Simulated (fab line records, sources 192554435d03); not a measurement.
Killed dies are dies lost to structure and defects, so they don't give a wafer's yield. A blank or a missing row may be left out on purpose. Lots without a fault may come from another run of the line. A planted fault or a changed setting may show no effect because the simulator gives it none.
One fault seen from 2 desks | flow n5_finfet | each desk has only its own numbers; what lay behind them comes last

THE METROLOGY DESK
What the gauges read, lot by lot, whatever tool the lot ran on: means of the sampled wafers that have a number. A lot is out of limits, marked OUT, if its mean lies more than 4 standard deviations from the usual mean; the brackets give that distance.
Columns: A = V4_OVL at N5_BEOL_M5_OVL_MEAS_29, usual 0.2 nm
lot  | first seen here | A
L398 | day 8 00:55     | 0.2
L399 | day 8 08:49     | 0.8
L400 | day 8 08:54     | -0.6
L403 | day 9 06:52     | 0.1
L404 | day 9 14:07     | 0.8
L411 | day 11 11:47    | 0.1
L414 | day 11 22:11    | 0.0
L417 | day 13 07:49    | 1.4
L419 | day 13 11:56    | 0.1
L420 | day 13 23:16    | -0.4
L421 | day 14 01:06    | 0.3
This desk's finding: nothing out of limits on any of the 11 lots.

THE TOOL OWNER'S DESK: rie_diel-02
The tool's own readings at N5_BEOL_M5_ETCH_68 (etches SOC in N2/H2, target depth 80 nm, overetch 16 nm, time 120 s): means of the sampled wafers that have a number, for each lot that ran on this tool. A lot is out of limits, marked OUT, if its mean lies more than 4 standard deviations from the usual mean; the brackets give that distance.
Columns: A = drypump_motor_current_A at N5_BEOL_M5_ETCH_68, usual 5.7 A; B = oes_product_au at N5_BEOL_M5_ETCH_68, usual 0.58 a.u.; C = rf_vpp_V at N5_BEOL_M5_ETCH_68, usual 523.4 V; D = run_length_s at N5_BEOL_M5_ETCH_68, usual 143.1 s; E = showerhead_plenum_p_Torr at N5_BEOL_M5_ETCH_68, usual 2.52 Torr; F = temp_c at N5_BEOL_M5_ETCH_68, usual 39.99 C; G = throttle_valve_pct at N5_BEOL_M5_ETCH_68, usual 17.9 %
lot  | first seen here | A   | B    | C     | D               | E    | F     | G
L400 | day 8 09:04     | 5.7 | 0.55 | 523.5 | 142.9           | 2.54 | 40.00 | 18.2
L404 | day 9 14:28     | 5.7 | 0.59 | 523.3 | 142.9           | 2.52 | 39.98 | 18.0
L411 | day 11 12:10    | 6.0 | 0.60 | 522.9 | 149.3 (+16) OUT | 2.50 | 40.02 | 18.1
L414 | day 11 22:20    | 6.0 | 0.60 | 523.0 | 149.4 (+16) OUT | 2.50 | 39.95 | 18.0
This desk's finding: out of limits on L411, L414; first on L411, day 11 12:10 (run_length_s at N5_BEOL_M5_ETCH_68). In limits: L400, L404.

PUT TOGETHER
The tool owner's desk could have raised an alarm at day 11 12:10, on L411, L414.
The metrology desk saw nothing out of limits.
The metrology desk has L411, L414 on record, within its limits.
Of the lots named, all ran N5_BEOL_M5_ETCH_68 on rie_diel-02.

WHAT THE SIMULATOR HAD PUT IN
Process parameter drift: rie_diel-02, from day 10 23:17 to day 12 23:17, at N5_BEOL_M5_ETCH_68. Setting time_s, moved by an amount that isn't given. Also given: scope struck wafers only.
Lots struck among those shown: L411, L414.
Hours from the fault's start to each desk's first reading out of limits: the tool owner's desk, 13.
